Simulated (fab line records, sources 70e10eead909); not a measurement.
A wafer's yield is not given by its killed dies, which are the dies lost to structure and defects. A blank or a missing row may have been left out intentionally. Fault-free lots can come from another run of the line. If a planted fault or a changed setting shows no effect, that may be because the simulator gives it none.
A single fault, viewed from 3 desks -- flow nand harc -- each desk has only its own numbers; what lay behind them comes last

## THE DEFECT DESK
Counts from the inspections along the route, per lot, as means over the sampled wafers that have a number. Any lot whose mean is over 4 standard deviations away from the usual mean is out of limits and marked OUT; that distance is given in the brackets.
Columns: A = raw defect count at NHARC_P_ZERO_WELL_INSPECT_43, usual 13
lot,first seen here,A
L143,day 2 14:37,13
L146,day 3 19:28,7
L151,day 6 00:26,12
L153,day 6 17:44,8
L154,day 7 03:58,25
L152,day 7 10:01,7
L157,day 8 09:35,10
L160,day 9 15:41,20
L161,day 10 02:44,5
L162,day 10 15:46,14
L163,day 10 21:40,16
L164,day 11 07:42,17
Result from this desk: across the 12 lots, nothing is out of limits.

## FOR THE TOOL OWNER'S DESK: litho track-05
Per lot that ran on this tool, the mean of the sampled wafers carrying a number, from the tool's own readings at NHARC_P_ZERO_WELL_SOFTBAKE_06 (time 70 s). Any lot whose mean is over 4 standard deviations away from the usual mean is out of limits and marked OUT; that distance is given in the brackets.
Columns: A = exhaust pa at NHARC_P_ZERO_WELL_SOFTBAKE_06, usual 45.1 Pa; B = heater power total W at NHARC_P_ZERO_WELL_SOFTBAKE_06, usual 200.8 W
lot,first seen here,A,B
L146,day 3 12:00,45.7,201.6
L151,day 5 14:00,46.0,334.2 (+99 or more) OUT
L152,day 6 00:00,45.7,332.1 (+99 or more) OUT
L160,day 9 08:00,44.3,200.9
L161,day 9 18:00,44.8,201.0
L162,day 10 04:00,46.4,201.5
L163,day 10 14:00,45.6,201.6
This desk's finding: out of limits on L151, L152; first on L151, day 5 14:00 (heater power total W at NHARC_P_ZERO_WELL_SOFTBAKE_06). L146, L160, L161, L162, L163: within limits.

## METROLOGY DESK
What the gauges read, lot by lot, whatever tool the lot ran on: means of the sampled wafers that have a number. Any lot whose mean is over 4 standard deviations away from the usual mean is out of limits and marked OUT; that distance is given in the brackets.
Columns: A = cd nm at NHARC_P_ZERO_WELL_CD_MEAS_11, usual 499.9 nm; B = cd nm at NHARC_P_ZERO_WELL_CD_MEAS_24, usual 720.1 nm
lot,first seen here,A,B
L143,day 2 07:14,501.6,719.9
L146,day 3 13:07,501.3,720.7
L151,day 5 15:14,492.3 (-5.4) OUT,720.1
L152,day 6 01:07,494.4,719.1
L153,day 6 11:08,499.2,718.8
L154,day 6 21:16,497.1,719.0
L157,day 8 03:15,499.1,718.8
L160,day 9 09:14,500.3,720.0
L161,day 9 19:16,499.7,719.1
L162,day 10 05:16,499.2,720.3
L163,day 10 15:14,500.8,722.8
L164,day 11 01:16,499.3,722.1
This desk's finding: out of limits on L151; first on L151, day 5 15:14 (cd nm at NHARC_P_ZERO_WELL_CD_MEAS_11). L143, L146, L152, L153, L154, L157, L160, L161, L162, L163, L164: within limits.

## BROUGHT TOGETHER
An alarm could have come from the tool owner's desk at day 5 14:00, on L151, L152.
L151 would have let the metrology desk raise an alarm at day 5 15:14.
The defect desk saw nothing out of limits.
The defect desk has L151, L152 on record, within its limits.
The metrology desk has L152 on record, within its limits.
The lots listed all ran NHARC_P_ZERO_WELL_SOFTBAKE_06 on litho track-05.

## WHAT THE SIMULATOR HAD INSERTED
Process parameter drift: litho track-05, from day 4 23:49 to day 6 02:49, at NHARC_P_ZERO_WELL_SOFTBAKE_06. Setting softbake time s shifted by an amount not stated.
Lots struck among those shown: L151, L152.
Counting hours from when the fault started, the first reading out of limits came at 14 for the tool owner's desk and at 15 for the metrology desk.
